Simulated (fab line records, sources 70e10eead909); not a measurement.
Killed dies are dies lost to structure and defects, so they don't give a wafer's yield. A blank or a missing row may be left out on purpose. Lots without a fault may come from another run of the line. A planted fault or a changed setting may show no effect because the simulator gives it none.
A struck lot beside a sound one | flow nand_harc | 14 steps out of a route of 1302
Sound: wafers L131.1, L131.3, L131.4. Struck: wafers L119.2, L119.5, L119.6. The cause comes at the end.
At each step with rows: each side's tool, then ch and its chambers, then its first start. Under that, the readings that differ: sound wafers | struck wafers | difference of the means | sigmas: that difference in standard deviations of wafers without a fault.
alike: readings whose means differ by less than 2 such deviations, and words and numbers that are the same on both sides. not compared: withheld readings, readings that some wafer has no value for, bounds like >300 that may hide the same value, and numbers for which the record gives no deviation and whose values overlap.
The two part at a step that has a row with sigmas, a row that says differs or no value, or rows on one side only. Numbers that don't overlap but have no deviation are shown without sigmas and don't part them. A reading that every wafer of one side lacks parts them only if that side has two wafers or more.

first, 5 steps without rows for these wafers: NHARC_A_STAIRCASE_EBR_180; NHARC_A_STAIRCASE_EXPOSE_181 (exposes mask STAIR 2); NHARC_A_STAIRCASE_PEB_182 (peb time 130 s); NHARC_A_STAIRCASE_DEVELOP_183 (time 140 s); NHARC_A_STAIRCASE_HARDBAKE_185 (time 140 s).
NHARC_A_STAIRCASE_DESCUM_186: chemistry O2, time 3 s.
  sound on rie_diel-03 ch 0,1,2, day 22 13:26; struck on rie_diel-03 ch 1,2,3, day 18 02:56
  alike: drypump_motor_current_A, oes_product_au, rf_vpp_V, showerhead_plenum_p_Torr, throttle_valve_pct
  not compared: rf_hours_counter_h
then, 1 step without rows for these wafers: NHARC_A_STAIRCASE_TRIM_187 (chemistry O2, time 211.2 s).
NHARC_A_STAIRCASE_ETCH_188: etches the open film in C4F8/O2, target depth 100 nm, time 40.5 s.
  sound on rie_diel-03 ch 1,2,3; struck on rie_diel-03 ch 0,3
  alike: oes_product_au, rf_fwd_power_W, rf_vpp_V
  not compared: rf_hours_counter_h
NHARC_A_STAIRCASE_TRIM_189: chemistry O2, time 211.2 s.
  sound on rie_diel-03 ch 0,1,3; struck on rie_diel-03 ch 0,3
  alike: drypump_motor_current_A, oes_product_au, rf_vpp_V, showerhead_plenum_p_Torr, throttle_valve_pct
  not compared: rf_hours_counter_h
NHARC_A_STAIRCASE_ETCH_190: etches the open film in C4F8/O2, target depth 100 nm, time 40.5 s.
  sound on rie_diel-03 ch 1,2,3; struck on rie_diel-03 ch 0,2,3
  alike: oes_product_au, rf_fwd_power_W, rf_vpp_V
  not compared: rf_hours_counter_h
NHARC_A_STAIRCASE_TRIM_191: chemistry O2, time 211.2 s.
  sound on rie_diel-03 ch 1,2,3; struck on rie_diel-03 ch 1,2
  alike: drypump_motor_current_A, oes_product_au, rf_vpp_V, showerhead_plenum_p_Torr, throttle_valve_pct
  not compared: rf_hours_counter_h
NHARC_A_STAIRCASE_ETCH_192: etches the open film in C4F8/O2, target depth 100 nm, time 40.5 s.
  sound on rie_diel-03 ch 0,2,3, day 22 14:08; struck on rie_diel-03 ch 0,2,3, day 18 04:56
  reading               | sound             | struck            | difference | sigmas
  oes_product_au (a.u.) | 0.945 0.944 0.943 | 0.855 0.861 0.846 | -0.090     | -10
  rf_fwd_power_W (W)    | 593.3 589.2 591.5 | 496.4 493.8 497.9 | -95.3      | -38
  alike: rf_vpp_V
  not compared: rf_hours_counter_h
then, 1 step without rows for these wafers: NHARC_A_STAIRCASE_TRIM_193 (chemistry O2, time 211.2 s).
-- the record jumps here: 9 days lie between the struck wafers' starts before and after (it left off in module A_STAIRCASE and takes up again in module END, whose first step shown is number 1302 of the route) --
NHARC_END_SORT_01:
  the record has rows for the struck wafers here (prober-01 ch 0, day 26 17:49) and none for the sound ones

WHERE THEY PART
First at NHARC_A_STAIRCASE_ETCH_192; last, within this record, at NHARC_END_SORT_01.

WHY: what the simulator had put in
Process parameter drift: rie_diel-03, from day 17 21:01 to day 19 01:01, at NHARC_A_STAIRCASE_ETCH_192. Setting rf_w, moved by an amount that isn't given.
